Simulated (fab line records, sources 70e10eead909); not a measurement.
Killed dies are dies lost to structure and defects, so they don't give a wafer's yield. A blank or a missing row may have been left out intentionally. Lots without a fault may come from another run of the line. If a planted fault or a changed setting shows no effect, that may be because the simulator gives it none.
Chamber matching | flow nand harc | NHARC_A_STAIRCASE_TRIM_229 on rie diel-04: 4 sister chambers
The step chemistry O2, time 211.2 s. 14 wafers are shown with their chamber, then 7 later ones without.

## WAFERS PAIRED WITH THEIR CHAMBERS
wafer  | chamber | drypump motor current A (A) | showerhead plenum p Torr (Torr) | oes product au (a.u.)
L074.4 | 1       | 6.2                         | 3.28                            | 0.998
L074.5 | 0       | 6.0                         | 3.61                            | 1.001
L074.6 | 1       | 6.1                         | 3.28                            | 1.005
L078.1 | 0       | 6.0                         | 3.60                            | 1.003
L078.2 | 3       | 6.0                         | 3.70                            | 1.002
L078.5 | 0       | 5.9                         | 3.60                            | 1.013
L082.1 | 2       | 5.6                         | 3.29                            | 1.012
L082.4 | 1       | 6.2                         | 3.81                            | 0.997
L082.5 | 3       | 6.1                         | 3.69                            | 0.983
L084.1 | 0       | 6.0                         | 3.60                            | 1.010
L084.2 | 2       | 5.6                         | 3.29                            | 1.004
L084.3 | 1       | 6.2                         | 3.81                            | 0.995
L086.1 | 3       | 6.0                         | 3.69                            | 0.993
L086.2 | 0       | 5.9                         | 3.59                            | 1.011

SIGNATURES (averages over the wafers above)
reading                  | chamber 0 | chamber 1 | chamber 2 | chamber 3 | scatter within a chamber
drypump motor current A  | 5.960     | 6.175     | 5.600     | 6.033     | 0.0512
showerhead plenum p Torr | 3.6000    | 3.5450    | 3.2900    | 3.6933    | 0.168
oes product au           | 1.00760   | 0.99875   | 1.00800   | 0.99267   | 0.00617
Rule: a wafer lies at a distance from a chamber equal to the root of the sum of squares, over the readings, of (its reading less the chamber's mean, divided by the reading's scatter). The wafer belongs to the nearest chamber; if the next one is less than 2 further off, it can't be placed. The scatter: take each reading less its chamber's mean, square it, sum over the shown wafers, divide by the number of wafers less the number of chambers, and take the root.

## WAFERS WITH NO CHAMBER GIVEN
wafer  | drypump motor current A (A) | showerhead plenum p Torr (Torr) | oes product au (a.u.)
L086.6 | 6.1                         | 3.69                            | 1.002
L093.1 | 6.2                         | 3.79                            | 0.987
L093.3 | 6.0                         | 3.59                            | 1.000
L093.6 | 5.6                         | 3.28                            | 1.003
L097.2 | 6.1                         | 3.68                            | 0.998
L097.4 | 6.0                         | 3.58                            | 1.008
L097.5 | 6.0                         | 3.68                            | 0.995

## WHICH CHAMBER EACH WENT THROUGH
wafer  | from the rows above          | in truth
L086.6 | can't be placed: 1 or 3 or 0 | 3
L093.1 | can't be placed: 1 or 3      | 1
L093.3 | can't be placed: 0 or 3 or 1 | 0
L093.6 | 2                            | 2
L097.2 | can't be placed: 3 or 1 or 0 | 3
L097.4 | can't be placed: 0 or 3      | 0
L097.5 | can't be placed: 3 or 0      | 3
1 of 7 placed correctly. Unplaceable from these rows: 6, with the true chamber sitting among the candidates in 6. Placed wrongly: 0.
